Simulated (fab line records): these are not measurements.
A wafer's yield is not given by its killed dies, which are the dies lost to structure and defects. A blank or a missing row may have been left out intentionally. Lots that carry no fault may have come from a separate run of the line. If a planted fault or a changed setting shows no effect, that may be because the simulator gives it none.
Chamber matching ; flow nand-harc ; NHARC_A_CONTACT_DEP_58 on pecvd-02 has 3 sister chambers
The step deposits SiON, target thk 60 nm. 3 wafers are shown with their chamber, then 8 later ones without.

WAFERS WITH THEIR CHAMBER
wafer;chamber;heater-power-w (W)
L084.4;0;581
L083.2;2;912
L086.1;1;730

WAFERS WITH NO CHAMBER GIVEN
wafer;heater-power-w (W)
L086.5;602
L086.6;738
L091.1;783
L091.3;708
L091.4;621
L095.1;780
L095.2;677
L095.4;837

WHICH CHAMBER EACH WENT THROUGH
wafer;from the rows above;in truth
L086.5;0;0
L086.6;1;1
L091.1;can't be placed: 1 or 2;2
L091.3;1;1
L091.4;can't be placed: 0 or 1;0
L095.1;can't be placed: 1 or 2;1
L095.2;can't be placed: 1 or 0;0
L095.4;can't be placed: 2 or 1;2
Correctly placed: 3 of 8. These rows do not allow placing 5 (true chamber among the candidates in 5). Wrongly placed: 0.
How it was worked out, from the rows above alone: a wafer's distance from a chamber is the root of the sum, over the readings, of the square of ((its reading less the chamber's mean) divided by the reading's scatter). The wafer belongs to the nearest chamber; if the next one is less than 2 further off, it can't be placed. Each chamber's mean is taken over the wafers shown for it. The scatter: with one shown wafer a chamber, the root of the mean of the squares of how far each hidden wafer lies from its nearest shown one.
